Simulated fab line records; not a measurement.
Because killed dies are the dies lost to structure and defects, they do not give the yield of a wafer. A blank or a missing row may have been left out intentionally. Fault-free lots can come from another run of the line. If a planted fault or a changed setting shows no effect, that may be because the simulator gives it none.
fab line records -- flow n5-finfet
record: lots: 9, wafers: 27, last-day: 16
route steps=1938 shown HKMG_FIN@413 BEOL_M4@1093 PASSIVATION@1936
lots that met no fault: from a run of the same line without faults
start-h: the number of hours between the record's first day and the start of the first shown wafer of the lot -- wait-h: time in hours since the lot's previous step -- " repeats the value in the row above -- L1.1+2: a row that stands for several wafers -- - no value present, or no start provided -- * or withheld: withheld -- < > ~ a bound
route shown NAME@n: NAME is a module with steps in the file, n the number in the route of the first one -- usual: mean and standard deviation over wafers with no fault -- same: alike in all rows -- chamber/n: place in a boat -- sites: readings site by site -- _std_site: the values' standard deviation -- _edge_site: inner sites' mean taken away from outer sites' mean -- radius-mm: for every site, how far away it sits from the centre of the wafer -- mask NAME#n: copy n -- behind: the most recent tool/chamber to have shaped the wafer -- hold: what put the lot on hold/how long, in hours/how the hold closed -- device: names the non-switching transistor (n, p or np) -- end of line: at the end of the route, the tests of the same wafers -- a step without rows: its recipe alone -- killed: dies lost to structure and defects at the first sort, not the wafer's yield -- map: shows each die of a wafer: x if killed, . if not, _ if none is there
set.NAME: setting as actually run; set.NAME@STEP: the setting as run at that earlier step -- model.NAME: the simulator's own value behind a step, which no gauge read
one table for each step of the route and one row for each wafer, over a sample of lots
services: the hour from which a tool's chamber was out of use, counted from the record's first day as start-h (under 0 if before that day), plus the number of hours and why
== steps ==
step: N5_HKMG_FIN_CVD_62
recipe: material: a-Si, target-thk-a: 30, temp-c: 500, precursor: Si2H6, pressure-torr: 1, time-s: 20.8
usual: heater-power-w: 1413/180
lot.wafer,tool,chamber,start-h,wait-h,heater-power-w
L286.1,thermal-cvd-si-01,2,75.54,0.2,1137
L286.2,thermal-cvd-si-01,0,75.54,0.2,1359
L286.4,thermal-cvd-si-01,2,75.54,0.2,1125
L289.1,thermal-cvd-si-02,1,95.68,0.2,1492
L289.2,thermal-cvd-si-02,0,95.68,0.2,1417
L289.5,thermal-cvd-si-02,2,95.68,0.2,1737
L290.2,thermal-cvd-si-01,1,97.37,0.2,1376
L290.3,thermal-cvd-si-01,2,97.37,0.2,1110
L290.5,thermal-cvd-si-01,1,97.37,0.2,1390
L292.1,thermal-cvd-si-01,1,114.10,0.2,1364
L292.2,thermal-cvd-si-01,0,114.10,0.2,1358
L292.4,thermal-cvd-si-01,1,114.10,0.2,1394
L294.1,thermal-cvd-si-01,1,124.28,0.2,1355
L294.2,thermal-cvd-si-01,0,124.28,0.2,1349
L294.6,thermal-cvd-si-01,2,124.28,0.2,1143
L295.1,thermal-cvd-si-02,1,126.55,0.2,1510
L295.2,thermal-cvd-si-02,0,126.55,0.2,1396
L295.5,thermal-cvd-si-02,2,126.55,0.2,1738
L296.2,thermal-cvd-si-01,0,137.24,0.2,1337
L296.4,thermal-cvd-si-01,0,137.24,0.2,1318
L296.5,thermal-cvd-si-01,1,137.24,0.2,1349
L304.2,thermal-cvd-si-01,0,180.85,0.2,1383
L304.4,thermal-cvd-si-01,1,180.85,0.2,1375
L304.5,thermal-cvd-si-01,2,180.85,0.2,1123
L306.2,thermal-cvd-si-01,2,197.58,0.2,1094
L306.4,thermal-cvd-si-01,0,197.58,0.2,1397
L306.6,thermal-cvd-si-01,1,197.58,0.2,1364
step: N5_BEOL_M4_ANNEAL_89
recipe: temp-c: 400, time-s: 240, ambient: vacuum
usual: heater-power-w: 810/97
lot.wafer,tool,chamber,start-h,wait-h,heater-power-w
L286.1,pvd-sputter-01,-,154.56,0.0,927
L286.2,pvd-sputter-01,-,154.56,0.0,725
L286.4,pvd-sputter-01,-,154.56,0.0,746
L289.1,pvd-sputter-03,-,179.17,0.0,865
L289.2,pvd-sputter-03,-,179.17,0.0,777
L289.5,pvd-sputter-03,-,179.17,0.0,757
L290.2,pvd-sputter-01,-,188.45,0.0,874
L290.3,pvd-sputter-01,-,188.45,0.0,722
L290.5,pvd-sputter-01,-,188.45,0.0,725
L292.1,pvd-sputter-01,-,199.14,0.0,867
L292.2,pvd-sputter-01,-,199.14,0.0,733
L292.4,pvd-sputter-01,-,199.14,0.0,885
L294.1,pvd-sputter-01,-,206.90,0.0,736
L294.2,pvd-sputter-01,-,206.90,0.0,756
L294.6,pvd-sputter-01,-,206.90,0.0,729
L295.1,pvd-sputter-03,-,214.17,0.0,742
L295.2,pvd-sputter-03,-,214.17,0.0,774
L295.5,pvd-sputter-03,-,214.17,0.0,744
L296.2,pvd-sputter-01,-,222.26,0.0,746
L296.4,pvd-sputter-01,-,222.26,0.0,847
L296.5,pvd-sputter-01,-,222.26,0.0,858
L304.2,pvd-sputter-01,-,264.87,0.0,754
L304.4,pvd-sputter-01,-,264.87,0.0,725
L304.5,pvd-sputter-01,-,264.87,0.0,719
L306.2,pvd-sputter-02,-,283.54,0.0,716
L306.4,pvd-sputter-02,-,283.54,0.0,890
L306.6,pvd-sputter-02,-,283.54,0.0,687
step: N5_BEOL_M4_SPUTTER_94
recipe: material: Cu, target-thk-a: 45, temp-c: -20, chamber-pressure-pa: 0.07, power-w: withheld, time-s: 8.29
usual: throttle-valve-pct: 29.7/0.89
lot.wafer,tool,chamber,start-h,wait-h,throttle-valve-pct
L286.1,pvd-sputter-01,-,155.14,0.1,30.1
L286.2,pvd-sputter-01,-,155.14,0.1,30.3
L286.4,pvd-sputter-01,-,155.14,0.1,30.5
L289.1,pvd-sputter-03,-,179.75,0.1,29.7
L289.2,pvd-sputter-03,-,179.75,0.1,29.8
L289.5,pvd-sputter-03,-,179.75,0.1,29.6
L290.2,pvd-sputter-01,-,189.03,0.1,28.5
L290.3,pvd-sputter-01,-,189.03,0.1,30.0
L290.5,pvd-sputter-01,-,189.03,0.1,30.3
L292.1,pvd-sputter-01,-,199.72,0.1,28.9
L292.2,pvd-sputter-01,-,199.72,0.1,29.9
L292.4,pvd-sputter-01,-,199.72,0.1,30.2
L294.1,pvd-sputter-01,-,207.48,0.1,30.1
L294.2,pvd-sputter-01,-,207.48,0.1,30.5
L294.6,pvd-sputter-01,-,207.48,0.1,30.2
L295.1,pvd-sputter-03,-,214.75,0.1,30.5
L295.2,pvd-sputter-03,-,214.75,0.1,29.6
L295.5,pvd-sputter-03,-,214.75,0.1,30.5
L296.2,pvd-sputter-01,-,222.84,0.1,30.5
L296.4,pvd-sputter-01,-,222.84,0.1,28.7
L296.5,pvd-sputter-01,-,222.84,0.1,29.0
L304.2,pvd-sputter-01,-,265.45,0.1,30.6
L304.4,pvd-sputter-01,-,265.45,0.1,30.1
L304.5,pvd-sputter-01,-,265.45,0.1,30.0
L306.2,pvd-sputter-02,-,284.12,0.1,28.8
L306.4,pvd-sputter-02,-,284.12,0.1,29.2
L306.6,pvd-sputter-02,-,284.12,0.1,29.7
step: N5_BEOL_M4_ANNEAL_95
recipe: temp-c: 400, time-s: 240, ambient: vacuum
usual: heater-power-w: 810/96
lot.wafer,tool,chamber,start-h,wait-h,heater-power-w
L286.1,pvd-sputter-01,-,155.22,0.0,905
L286.2,pvd-sputter-01,-,155.22,0.0,731
L286.4,pvd-sputter-01,-,155.22,0.0,767
L289.1,pvd-sputter-03,-,179.83,0.0,852
L289.2,pvd-sputter-03,-,179.83,0.0,781
L289.5,pvd-sputter-03,-,179.83,0.0,759
L290.2,pvd-sputter-01,-,189.11,0.0,892
L290.3,pvd-sputter-01,-,189.11,0.0,724
L290.5,pvd-sputter-01,-,189.11,0.0,750
L292.1,pvd-sputter-01,-,199.80,0.0,867
L292.2,pvd-sputter-01,-,199.80,0.0,703
L292.4,pvd-sputter-01,-,199.80,0.0,912
L294.1,pvd-sputter-01,-,207.56,0.0,718
L294.2,pvd-sputter-01,-,207.56,0.0,753
L294.6,pvd-sputter-01,-,207.56,0.0,717
L295.1,pvd-sputter-03,-,214.83,0.0,754
L295.2,pvd-sputter-03,-,214.83,0.0,764
L295.5,pvd-sputter-03,-,214.83,0.0,732
L296.2,pvd-sputter-01,-,222.92,0.0,776
L296.4,pvd-sputter-01,-,222.92,0.0,866
L296.5,pvd-sputter-01,-,222.92,0.0,855
L304.2,pvd-sputter-01,-,265.53,0.0,753
L304.4,pvd-sputter-01,-,265.53,0.0,738
L304.5,pvd-sputter-01,-,265.53,0.0,721
L306.2,pvd-sputter-02,-,284.20,0.0,714
L306.4,pvd-sputter-02,-,284.20,0.0,881
L306.6,pvd-sputter-02,-,284.20,0.0,700
step: N5_BEOL_M4_RC_MEAS_101
usual: DIBL_N: 36.7/2.4, DIBL_P: 37.4/2.9, EOT_P: 10.47/0.1, IGATE_P: 0.0038/0.00073, IOFF_N: 0.18/0.05, IOFF_N_85C: 3.4/0.81, IOFF_N_LIN: 0.080/0.018, IOFF_N_LONG: 5.5e-05/3.2e-06, IOFF_P: 0.23/0.058, IOFF_P_85C: 3.9/0.82, IOFF_P_LIN: 0.105/0.02, IOFF_P_LONG: 0.000105/9.9e-06, ION_N: 683/16, ION_P: 467/11, SS_N: 71.7/0.77, SS_P: 73.5/0.87, VT_N: 249/4.3, VT_N_LONG: 274.9/1.9, VT_N_LVT: 97/4.5, VT_P: -250/4.4, VT_P_LONG: -275/3.3, VT_P_LVT: -98/3.7
lot.wafer,tool,chamber,start-h,wait-h,DIBL_N[mV/V],DIBL_P[mV/V],EOT_P,IGATE_P[nA/um],IOFF_N[nA/um],IOFF_N_85C[nA/um],IOFF_N_LIN[nA/um],IOFF_N_LONG[nA/um],IOFF_P[nA/um],IOFF_P_85C[nA/um],IOFF_P_LIN[nA/um],IOFF_P_LONG[nA/um],ION_N[uA/um],ION_P[uA/um],SS_N[mV/dec],SS_P[mV/dec],VT_N[mV],VT_N_LONG[mV],VT_N_LVT[mV],VT_P[mV],VT_P_LONG[mV],VT_P_LVT[mV]
L286.1,prober-01,0,157.25,0.8,38.7,41.7,10.39,0.0043,0.22,4.0,0.094,5.3e-05,0.29,4.6,0.119,9.6e-05,691,467,72.6,75.5,244,277.5,95,-248,-278,-98
L286.2,prober-01,0,157.25,0.8,35.2,37.8,10.48,0.0041,0.16,3.1,0.074,5.3e-05,0.22,3.7,0.101,0.000102,671,461,71.3,73.5,251,276.4,98,-251,-278,-100
L286.4,prober-01,0,157.25,0.8,33.1,33.2,10.50,0.0031,0.11,2.2,0.053,5.4e-05,0.14,2.6,0.075,9.4e-05,657,456,71.1,72.6,254,278.8,105,-257,-278,-105
L289.1,prober-02,0,181.21,0.0,44.2,45.7,10.58,0.0035,0.35,6.2,0.134,5.2e-05,0.40,6.2,0.155,9.2e-05,696,473,73.9,76.2,242,277.3,91,-242,-276,-93
L289.2,prober-02,0,181.21,0.0,35.3,36.6,10.36,0.0042,0.15,3.0,0.071,5.1e-05,0.23,3.9,0.107,0.000101,685,471,71.3,73.1,251,276.9,101,-250,-274,-99
L289.5,prober-02,0,181.21,0.0,38.9,40.1,10.49,0.0040,0.20,3.7,0.084,5.2e-05,0.28,4.6,0.123,9.5e-05,669,463,72.6,73.9,247,278.3,99,-247,-279,-98
L290.2,prober-01,0,190.50,0.2,37.9,36.9,10.56,0.0028,0.17,3.2,0.074,5.2e-05,0.20,3.5,0.091,9.7e-05,657,450,72.0,73.5,251,274.1,100,-251,-279,-101
L290.3,prober-01,0,190.50,0.2,33.1,32.0,10.50,0.0033,0.11,2.3,0.055,5.3e-05,0.14,2.6,0.071,0.000103,679,458,71.3,71.7,252,274.9,103,-257,-279,-106
L290.5,prober-01,0,190.50,0.2,34.5,32.7,10.38,0.0042,0.12,2.4,0.057,5.3e-05,0.14,2.7,0.073,0.000102,660,447,70.7,72.0,257,275.7,103,-256,-276,-104
L292.1,prober-01,0,201.04,0.0,36.1,36.6,10.53,0.0036,0.17,3.3,0.080,6.1e-05,0.26,4.4,0.124,0.000121,687,481,71.3,73.1,246,273.6,96,-246,-272,-93
L292.2,prober-01,0,201.04,0.0,37.2,36.7,10.60,0.0028,0.17,3.4,0.079,6e-05,0.24,4.0,0.113,0.000121,664,454,72.0,73.6,249,274.1,96,-246,-272,-96
L292.4,prober-01,0,201.04,0.0,36.5,36.5,10.42,0.0041,0.17,3.3,0.078,6.2e-05,0.24,4.1,0.115,0.00012,688,474,71.9,73.3,249,273.0,98,-248,-271,-95
L294.1,prober-01,0,209.16,0.0,39.1,37.9,10.58,0.0037,0.23,4.3,0.091,5.8e-05,0.31,5.1,0.139,0.000122,676,473,73.1,73.8,245,273.7,98,-244,-270,-94
L294.2,prober-01,0,209.16,0.0,35.8,35.5,10.50,0.0038,0.16,3.2,0.074,5.7e-05,0.25,4.2,0.118,0.000119,682,475,71.4,73.0,250,271.7,101,-248,-270,-96
L294.6,prober-01,0,209.16,0.0,39.2,39.8,10.59,0.0033,0.24,4.4,0.101,5.7e-05,0.35,5.7,0.149,0.000123,699,477,71.8,74.4,244,271.9,95,-241,-270,-92
L295.1,prober-01,0,216.10,0.0,38.4,38.5,10.58,0.0036,0.19,3.6,0.089,5.7e-05,0.28,4.6,0.126,0.000121,692,482,72.2,74.2,249,272.3,98,-246,-272,-94
L295.2,prober-01,0,216.10,0.0,38.5,38.8,10.46,0.0038,0.21,3.8,0.096,5.9e-05,0.29,4.8,0.133,0.000121,703,484,72.1,73.7,245,272.8,95,-246,-269,-94
L295.5,prober-01,0,216.10,0.0,37.4,36.5,10.61,0.0031,0.18,3.4,0.083,5.8e-05,0.26,4.4,0.122,0.000116,680,470,72.1,73.5,245,274.3,98,-246,-269,-95
L296.2,prober-01,0,224.37,0.2,41.1,42.0,10.24,0.0052,0.25,4.5,0.108,5.4e-05,0.24,4.2,0.106,9.9e-05,699,458,73.2,74.5,246,275.9,91,-251,-280,-99
L296.4,prober-01,0,224.37,0.2,33.5,33.5,10.38,0.0043,0.11,2.3,0.058,5.4e-05,0.13,2.5,0.071,9.5e-05,681,466,70.7,72.6,253,274.3,100,-259,-279,-105
L296.5,prober-01,0,224.37,0.2,36.9,37.0,10.25,0.0050,0.16,3.1,0.076,5.3e-05,0.17,3.1,0.082,8.8e-05,680,450,72.0,73.5,250,275.4,95,-256,-282,-102
L304.2,prober-01,0,266.93,0.2,33.4,33.2,10.77,0.0008,0.00,0.1,0.001,2.4e-05,1.25,16.2,0.630,0.000418,396,543,71.7,72.5,384,399.7,230,-198,-232,-44
L304.4,prober-01,0,266.93,0.2,38.5,38.8,10.50,0.0035,0.20,3.8,0.092,5.6e-05,0.25,4.3,0.110,0.000102,689,472,72.1,74.1,247,273.9,90,-249,-278,-95
L304.5,prober-01,0,266.93,0.2,38.0,37.9,10.43,0.0038,0.20,3.7,0.092,5.7e-05,0.25,4.2,0.110,0.000107,702,474,72.0,74.1,247,275.6,92,-248,-276,-95
L306.2,prober-01,0,285.61,0.2,37.8,41.8,10.91,0.0006,0.00,0.1,0.001,2.3e-05,2.09,25.0,0.928,0.000394,376,543,72.2,74.0,384,408.0,231,-190,-233,-39
L306.4,prober-01,0,285.61,0.2,34.5,35.3,10.56,0.0031,0.13,2.6,0.063,5.7e-05,0.15,2.8,0.077,8.9e-05,664,449,71.4,72.8,251,276.7,98,-256,-280,-103
L306.6,prober-01,0,285.61,0.2,35.6,39.0,10.90,0.0006,0.00,0.1,0.001,2.4e-05,1.71,21.2,0.805,0.000385,375,532,71.5,73.5,382,409.2,234,-192,-231,-41
step: N5_PASSIVATION_PROBE_49
usual: defect-limited-yield: 91.4/1.6, killed_at_M0_to_M3: 31/11, killed_at_M4_up: 14/5.7, killed-at-contacts: 12/6, killed-at-front-end: 41/13, killed-at-other: 3.3/2.8, killed-dies: 101/19, killed-open: 67/14, killed-short: 33/8.2, sort_bin_4_leakage: 0.0/0.37, sort_bin_5_function: 5.0/1.1, sort_bin_6_memory: 3.3/0.74, sort-n-pass: 1078/20, sort-yield-pct: 91.3/1.7
same: gross-dies: 1180, killed-at-back-side: 0, sort_bin_8_speed[%]: 0
lot.wafer,tool,chamber,start-h,wait-h,defect-limited-yield[%],killed_at_M0_to_M3,killed_at_M4_up,killed-at-contacts,killed-at-front-end,killed-at-other,killed-dies,killed-open,killed-short,sort_bin_4_leakage[%],sort_bin_5_function[%],sort_bin_6_memory[%],sort-n-pass,sort-yield-pct[%]
L290.2,prober-02,-,295.74,0.1,91.4,29,12,7,37,16,101,61,40,0,5.0,3.1,1079,91.4
L290.3,prober-02,-,295.79,0.1,93.9,16,11,13,29,3,72,53,15,0,3.4,2.2,1108,93.9
L290.5,prober-02,-,295.89,0.2,92.0,28,23,14,26,3,94,66,28,0,4.2,3.4,1086,92.0
L292.1,prober-02,-,306.35,0.0,91.5,33,3,13,51,0,100,55,45,0,5.0,3.2,1080,91.5
L292.2,prober-02,-,306.40,0.1,91.9,28,14,15,39,0,96,63,30,0,4.6,3.2,1084,91.9
L292.4,prober-02,-,306.50,0.2,94.3,23,3,11,29,1,67,44,23,0,2.7,2.6,1113,94.3
L294.1,prober-01,-,307.68,0.0,90.5,50,13,23,26,0,112,80,32,0,5.3,4.2,1068,90.5
L294.2,prober-01,-,307.73,0.1,86.9,59,17,25,46,7,154,104,43,0,9.2,3.5,1026,86.9
L294.6,prober-01,-,307.93,0.3,91.1,36,4,23,40,2,105,65,37,0,6.0,2.6,1075,91.1
L304.2,prober-02,-,371.72,0.1,91.8,37,14,14,31,1,97,69,26,91.8,5.3,2.5,0,0
L304.4,prober-02,-,371.82,0.2,92.2,37,8,13,32,2,92,58,32,0,3.8,3.4,1088,92.2
L304.5,prober-02,-,371.87,0.2,91.2,37,14,15,37,1,104,80,23,0,4.2,4.2,1076,91.2
L306.2,prober-01,-,392.06,0.1,90.9,31,13,9,46,8,107,67,38,90.9,4.9,3.6,0,0
L306.4,prober-01,-,392.16,0.2,89.1,40,17,16,49,7,129,86,40,0,5.3,5.1,1051,89.1
L306.6,prober-01,-,392.26,0.3,90.0,22,8,25,60,3,118,87,31,90.0,6.8,3.0,0,0
killed by level:class
L290.2 BEOL_M0_SAQP:geometric-particle:open=13 BEOL_M0_SAQP:geometric-particle:short=9 GATE_CUT:geometric-particle:short=8 MOL_CONTACT_COAG:geometric-particle:open=7 FIN_SAQP:geometric-particle:open=5 STI_FIN_REVEAL:geometric-particle:open=5 PAD_METAL:geometric-particle:open=5 BEOL_M4:geometric-particle:open=4
L290.3 MOL_CONTACT_COAG:geometric-particle:open=12 STI_FIN_REVEAL:geometric-particle:open=7 BEOL_M4:geometric-particle:open=6 BEOL_M2:geometric-particle:open=5 HKMG_FIN:area-etch=4 GATE_CUT:geometric-particle:short=3 BEOL_M0_SAQP:geometric-particle:open=3 BEOL_M0_SAQP:geometric-particle:short=3
L290.5 MOL_CONTACT_COAG:geometric-particle:open=11 BEOL_M0_SAQP:geometric-particle:short=9 BEOL_M0_SAQP:geometric-particle:open=8 BEOL_M4:geometric-particle:open=8 FIN_SAQP:geometric-particle:open=6 STI_FIN_REVEAL:geometric-particle:open=6 BEOL_M4:geometric-particle:short=6 BEOL_M2:geometric-particle:open=5
L292.1 FIN_SAQP:geometric-particle:short=12 STI_FIN_REVEAL:geometric-particle:open=12 MOL_CONTACT_COAG:geometric-particle:open=8 BEOL_M2:geometric-particle:open=8 BEOL_M0_SAQP:geometric-particle:short=6 GATE_CUT:geometric-particle:short=6 BEOL_M0_SAQP:geometric-particle:open=6 MOL_CONTACT_COAG:geometric-particle:short=5
L292.2 MOL_CONTACT_COAG:geometric-particle:open=13 BEOL_M1:geometric-particle:open=10 FIN_SAQP:geometric-particle:open=7 BEOL_M4:geometric-particle:open=7 FIN_SAQP:geometric-particle:short=6 STARTING-WAFER:geometric-particle:short=5 STI_FIN_REVEAL:geometric-particle:open=4 DUMMY_GATE:geometric-particle:open=4
L292.4 MOL_CONTACT_COAG:geometric-particle:open=10 BEOL_M3:geometric-particle:open=8 DUMMY_GATE:geometric-particle:open=7 FIN_SAQP:geometric-particle:short=4 BEOL_M0_SAQP:geometric-particle:short=4 STARTING-WAFER:geometric-particle:open=4 STI_FIN_REVEAL:geometric-particle:open=3 GATE_CUT:geometric-particle:short=3
L294.1 MOL_CONTACT_COAG:geometric-particle:open=20 BEOL_M0_SAQP:geometric-particle:open=14 BEOL_M0_SAQP:geometric-particle:short=10 FIN_SAQP:geometric-particle:open=5 STI_FIN_REVEAL:geometric-particle:open=5 BEOL_M0:geometric-particle:open=5 BEOL_M2:geometric-particle:short=5 BEOL_M2:geometric-particle:open=5
L294.2 MOL_CONTACT_COAG:geometric-particle:open=21 BEOL_M2:geometric-particle:open=16 STI_FIN_REVEAL:geometric-particle:open=12 BEOL_M0:geometric-particle:open=9 BEOL_M0_SAQP:geometric-particle:open=8 BEOL_M1:geometric-particle:open=7 FIN_SAQP:geometric-particle:short=6 BEOL_M0_SAQP:geometric-particle:short=6
L294.6 MOL_CONTACT_COAG:geometric-particle:open=19 FIN_SAQP:geometric-particle:short=8 BEOL_M2:geometric-particle:open=8 STI_FIN_REVEAL:geometric-particle:open=7 BEOL_M0_SAQP:geometric-particle:short=7 DUMMY_GATE:geometric-particle:open=6 ILD0:geometric-particle:short=5 FIN_SAQP:geometric-particle:open=4
L304.2 MOL_CONTACT_COAG:geometric-particle:open=13 BEOL_M2:geometric-particle:open=10 STI_FIN_REVEAL:geometric-particle:open=9 BEOL_M0_SAQP:geometric-particle:open=6 BEOL_M4:geometric-particle:open=6 FIN_SAQP:geometric-particle:open=5 GATE_CUT:geometric-particle:short=4 BEOL_M0_SAQP:geometric-particle:short=4
L304.4 BEOL_M0_SAQP:geometric-particle:open=12 BEOL_M3:geometric-particle:open=10 MOL_CONTACT_COAG:geometric-particle:open=9 BEOL_M0_SAQP:geometric-particle:short=9 STI_FIN_REVEAL:geometric-particle:open=8 FIN_SAQP:geometric-particle:short=4 STI_FIN_REVEAL:geometric-particle:short=4 DUMMY_GATE:geometric-particle:open=4
L304.5 STI_FIN_REVEAL:geometric-particle:open=16 MOL_CONTACT_COAG:geometric-particle:open=14 BEOL_M2:geometric-particle:open=11 FIN_SAQP:geometric-particle:open=7 BEOL_M1:geometric-particle:open=7 BEOL_M0_SAQP:geometric-particle:open=4 BEOL_M2:geometric-particle:short=4 BEOL_M3:geometric-particle:short=4
L306.2 FIN_SAQP:geometric-particle:open=11 STI_FIN_REVEAL:geometric-particle:open=10 MOL_CONTACT_COAG:geometric-particle:open=8 FIN_SAQP:geometric-particle:short=7 BEOL_M2:geometric-particle:open=7 BEOL_M0_SAQP:geometric-particle:short=6 GATE_CUT:geometric-particle:open=5 PAD_METAL:geometric-particle:short=5
L306.4 STI_FIN_REVEAL:geometric-particle:open=18 MOL_CONTACT_COAG:geometric-particle:open=14 STI_FIN_REVEAL:geometric-particle:short=11 BEOL_M2:geometric-particle:open=11 BEOL_M0_SAQP:geometric-particle:short=9 BEOL_M4:geometric-particle:open=8 FIN_SAQP:geometric-particle:open=5 BEOL_M0_SAQP:geometric-particle:open=5
L306.6 MOL_CONTACT_COAG:geometric-particle:open=23 FIN_SAQP:geometric-particle:open=15 STI_FIN_REVEAL:geometric-particle:open=14 GATE_CUT:geometric-particle:short=9 BEOL_M0_SAQP:geometric-particle:open=9 DUMMY_GATE:geometric-particle:open=8 BEOL_M3:geometric-particle:open=5 BEOL_M4:geometric-particle:open=5
== services ==
tool,chamber,start-h,hours,kind
thermal-cvd-si-01,2,55.49,2.3,repair
thermal-cvd-si-01,-,104.87,0.8,repair
thermal-cvd-si-02,2,141.42,4.7,repair
thermal-cvd-si-01,-,214.22,2.8,pm
thermal-cvd-si-01,-,221.69,1.3,repair
thermal-cvd-si-01,-,277.54,14.6,pm
== key ==
first-sign: step: N5_BEOL_M4_RC_MEAS_101, reading: VT_N_LONG, direction: up, sigmas: 67, usual: 274.9, struck: 405.6
effect: step: N5_BEOL_M4_RC_MEAS_101, reading: IOFF_P_LIN, direction: up, sigmas: 34, usual: 0.105, struck: 0.788
effect: step: N5_BEOL_M4_RC_MEAS_101, reading: VT_N, direction: up, sigmas: 31, usual: 249, struck: 383
effect: step: N5_BEOL_M4_RC_MEAS_101, reading: VT_N_LVT, direction: up, sigmas: 30, usual: 97, struck: 232
effect: step: N5_BEOL_M4_RC_MEAS_101, reading: IOFF_P_LONG, direction: up, sigmas: 30, usual: 0.000105, struck: 0.000399
effect: step: N5_BEOL_M4_RC_MEAS_101, reading: IOFF_P, direction: up, sigmas: 25, usual: 0.23, struck: 1.69
effect: step: N5_BEOL_M4_RC_MEAS_101, reading: IOFF_P_85C, direction: up, sigmas: 21, usual: 3.9, struck: 20.8
effect: step: N5_BEOL_M4_RC_MEAS_101, reading: ION_N, direction: down, sigmas: 18, usual: 683, struck: 383
effect: step: N5_BEOL_M4_RC_MEAS_101, reading: VT_P_LVT, direction: up, sigmas: 15, usual: -98, struck: -41
effect: step: N5_BEOL_M4_RC_MEAS_101, reading: VT_P_LONG, direction: up, sigmas: 13, usual: -275, struck: -232
effect: step: N5_BEOL_M4_RC_MEAS_101, reading: VT_P, direction: up, sigmas: 13, usual: -250, struck: -193
effect: step: N5_BEOL_M4_RC_MEAS_101, reading: IOFF_N_LONG, direction: down, sigmas: 10, usual: 5.5e-05, struck: 2.3e-05
effect: step: N5_PASSIVATION_PROBE_49, reading: sort_bin_4_leakage, direction: up, sigmas: 99+, usual: 0.0, struck: 90.9
met-at N5_HKMG_FIN_CVD_62
struck-lots L304,L306
struck-wafers L304.2,L306.2,L306.6
not-acting-at N5_BEOL_M4_ANNEAL_89,N5_BEOL_M4_SPUTTER_94,N5_BEOL_M4_ANNEAL_95
onset-between 137.24 180.85
fault: kind: process-parameter-drift, tool: thermal-cvd-si-01, chamber: -, onset-h: 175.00, steps: N5_HKMG_FIN_CVD_62, channel: time-s, offset: *, shape: step, end-h: 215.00, scope: struck-wafers-only, stated: *
